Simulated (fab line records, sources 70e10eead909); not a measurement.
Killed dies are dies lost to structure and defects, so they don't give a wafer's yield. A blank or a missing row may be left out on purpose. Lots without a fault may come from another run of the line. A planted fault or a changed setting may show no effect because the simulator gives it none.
A struck lot beside a sound one | flow nand_harc | 30 steps out of a route of 1302
Sound: wafers L891.2, L891.4, L891.5. Struck: wafers L883.3, L883.4, L883.6. The cause comes at the end.
At each step with rows: each side's tool, then ch and its chambers, then its first start. Under that, the readings that differ: sound wafers | struck wafers | difference of the means | sigmas: that difference in standard deviations of wafers without a fault.
alike: readings whose means differ by less than 2 such deviations, and words and numbers that are the same on both sides. not compared: withheld readings, readings that some wafer has no value for, bounds like >300 that may hide the same value, and numbers for which the record gives no deviation and whose values overlap.
The two part at a step that has a row with sigmas, a row that says differs or no value, or rows on one side only. Numbers that don't overlap but have no deviation are shown without sigmas and don't part them. A reading that every wafer of one side lacks parts them only if that side has two wafers or more.

first, 2 steps without rows for these wafers: NHARC_A_CHANNEL_HOLE_D1_PEB_08 (peb time 65 s); NHARC_A_CHANNEL_HOLE_D1_DEVELOP_09 (develop time 35 s).
NHARC_A_CHANNEL_HOLE_D1_CD_MEAS_10: target cd 100 nm.
  sound on cd_sem-01 ch 0, day 16 17:05; struck on cd_sem-03 ch 0, day 13 11:47
  alike: cd_nm
NHARC_A_CHANNEL_HOLE_D1_OVL_MEAS_11:
  sound on overlay-01, day 16 17:10; struck on overlay-02, day 13 11:52
  alike: overlay_x_nm, overlay_y_nm
NHARC_A_CHANNEL_HOLE_D1_INSPECT_12:
  sound on defect_inspect-02, day 16 17:12; struck on defect_inspect-01, day 13 11:54
  alike: raw_defect_count
NHARC_A_CHANNEL_HOLE_D1_DESCUM_15: chemistry O2, time 3 s.
  sound on rie_diel-08 ch 0,2, day 16 17:16; struck on rie_diel-08 ch 2,3, day 13 11:58
  alike: drypump_motor_current_A, oes_product_au, rf_vpp_V, showerhead_plenum_p_Torr, throttle_valve_pct
  not compared: rf_hours_counter_h
then, 4 steps without rows for these wafers: NHARC_A_CHANNEL_HOLE_D1_ETCH_38 (etches the open film in CF4, target depth 39 nm, time 65 s); NHARC_A_CHANNEL_HOLE_D1_ETCH_39 (etches the open film in N2/H2, target depth 260 nm, time 325 s); NHARC_A_CHANNEL_HOLE_D1_ETCH_34 (etches the open film in CF4/CHF3, target depth 154 nm, time 77 s); NHARC_A_CHANNEL_HOLE_D1_ETCH_16 (etches the open film in O2/COS, target depth 3100 nm, time 806 s).
NHARC_A_CHANNEL_HOLE_D1_CD_MEAS_18:
  sound on cd_sem-01, day 16 18:23; struck on cd_sem-03, day 13 13:04
  alike: cd_nm
then, 1 step without rows for these wafers: NHARC_A_CHANNEL_HOLE_D1_ETCH_19 (etches the open film in C4F8/O2/Ar, time 34.5 s).
NHARC_A_CHANNEL_HOLE_D1_ETCH_20: etches the open film in C4F8/O2/Ar, time 361.9 s, target depth 1600 nm.
  sound on har_etch-01 ch 0,1, day 16 18:34; struck on har_etch-01 ch 0,1, day 13 13:22
  no value came back on the struck wafers for any of 6 readings (c4f8_flow_sccm (sccm), chamber_pressure_mTorr (mTorr) and others); on the sound wafers c4f8_flow_sccm (sccm) reads 89.63 89.13 89.36
  not compared: rf_hours_counter_h
then, 1 step without rows for these wafers: NHARC_A_CHANNEL_HOLE_D1_ETCH_21 (etches the open film in C4F8/O2/Ar, time 514.3 s, target depth 1600 nm).
NHARC_A_CHANNEL_HOLE_D1_ETCH_22: etches the open film in C4F8/O2/Ar, time 666.7 s, target depth 1600 nm.
  sound on har_etch-01 ch 0,1, day 16 19:19; struck on har_etch-01 ch 0,1, day 13 14:12
  alike: c4f8_flow_sccm, chamber_pressure_mTorr, drypump_motor_current_A, he_backside_leak_sccm, showerhead_plenum_p_Torr, throttle_valve_pct
  not compared: rf_hours_counter_h
NHARC_A_CHANNEL_HOLE_D1_ETCH_23: etches the open film in C4F8/O2/Ar, time 819 s, target depth 1600 nm.
  sound on har_etch-01 ch 0,1, day 16 19:53; struck on har_etch-01 ch 0,1, day 13 14:49
  alike: c4f8_flow_sccm, chamber_pressure_mTorr, drypump_motor_current_A, he_backside_leak_sccm, showerhead_plenum_p_Torr, throttle_valve_pct
  not compared: rf_hours_counter_h
then, 1 step without rows for these wafers: NHARC_A_CHANNEL_HOLE_D1_ETCH_24 (etches the open film in C4F8/O2/Ar, time 906.2 s, target depth 1500 nm).
NHARC_A_CHANNEL_HOLE_D1_ETCH_25: etches the open film in C4F8/O2/Ar, time 1040.2 s, target depth 1500 nm.
  sound on har_etch-01 ch 0,1, day 16 21:21; struck on har_etch-01 ch 0,1, day 13 16:20
  alike: c4f8_flow_sccm, chamber_pressure_mTorr, drypump_motor_current_A, he_backside_leak_sccm, showerhead_plenum_p_Torr, throttle_valve_pct
  not compared: rf_hours_counter_h
NHARC_A_CHANNEL_HOLE_D1_ETCH_26: etches the open film in C4F8/O2/Ar, time 224.1 s, target depth 300 nm.
  sound on har_etch-01 ch 0,1, day 16 22:13; struck on har_etch-01 ch 0,1, day 13 16:59
  alike: bias_v, c4f8_flow_sccm, drypump_motor_current_A, he_backside_leak_sccm, showerhead_plenum_p_Torr, throttle_valve_pct
  not compared: rf_hours_counter_h
then, 4 steps without rows for these wafers: NHARC_A_CHANNEL_HOLE_D1_ETCH_33 (etches the open film in C4F8/O2/Ar, time 90 s, target depth 400 nm); NHARC_A_CHANNEL_HOLE_D1_STRIP_41 (strips in N2/H2); NHARC_A_CHANNEL_HOLE_D1_STRIP_42 (strips in CF4/CHF3); NHARC_A_CHANNEL_HOLE_D1_STRIP_43 (strips in O2/COS).
NHARC_A_CHANNEL_HOLE_D1_ETCH_44: etches the open film in CF4/O2, target depth 140 nm, overetch 14 nm, time 77 s.
  sound on rie_diel-03 ch 0,1,3, day 16 23:15; struck on rie_diel-08 ch 0,1, day 13 17:52
  reading                            | sound                | struck               | difference | sigmas
  throttle_valve_pct (%)             | 13.392 13.380 13.376 | 13.400 13.409 13.411 | +0.024     | +3
  model.A_CHANNEL_HOLE_D1.cd_nm (nm) | 89.83 90.59 89.35    | 99.07 96.78 96.11    | +7.40      |
  alike: bias_w, cf4_flow_sccm, drypump_motor_current_A, oes_ar_750_au, oes_product_au, rf_vpp_V, showerhead_plenum_p_Torr
  not compared: rf_hours_counter_h
then, 3 steps without rows for these wafers: NHARC_A_CHANNEL_HOLE_D1_STRIP_27 (strips in O2); NHARC_A_CHANNEL_HOLE_D1_PRECLEAN_28 (cleans in SC1); NHARC_A_CHANNEL_HOLE_D1_SRD_29.
NHARC_A_CHANNEL_HOLE_D1_CD_MEAS_30:
  sound on cd_sem-01, day 17 00:03; struck on cd_sem-02, day 13 18:40
  reading    | sound          | struck      | difference | sigmas
  cd_nm (nm) | 89.7 90.6 89.3 | 0.8 0.7 1.8 | -88.8      | -68
NHARC_A_CHANNEL_HOLE_D1_XSEM_31:
  sound on xsem-02 ch 0, day 17 00:08; struck on xsem-01 ch 0, day 13 18:45
  reading        | sound          | struck         | difference | sigmas
  bot_cd_nm (nm) | 74.3 75.9 74.0 | 1.3 1.1 1.7    | -73.4      | -49
  bow_nm (nm)    | 8.59 8.65 8.59 | 0.01 0.01 0.01 | -8.60      | -30
  alike: tilt_deg
NHARC_A_CHANNEL_HOLE_D1_INSPECT_40:
  sound on defect_inspect-02, day 17 00:14; struck on defect_inspect-02, day 13 18:50
  alike: raw_defect_count

WHERE THEY PART
First at NHARC_A_CHANNEL_HOLE_D1_ETCH_20; last, within this record, at NHARC_A_CHANNEL_HOLE_D1_XSEM_31. Later steps at which nothing parts them and some readings are alike: NHARC_A_CHANNEL_HOLE_D1_INSPECT_40.

WHY: what the simulator had put in
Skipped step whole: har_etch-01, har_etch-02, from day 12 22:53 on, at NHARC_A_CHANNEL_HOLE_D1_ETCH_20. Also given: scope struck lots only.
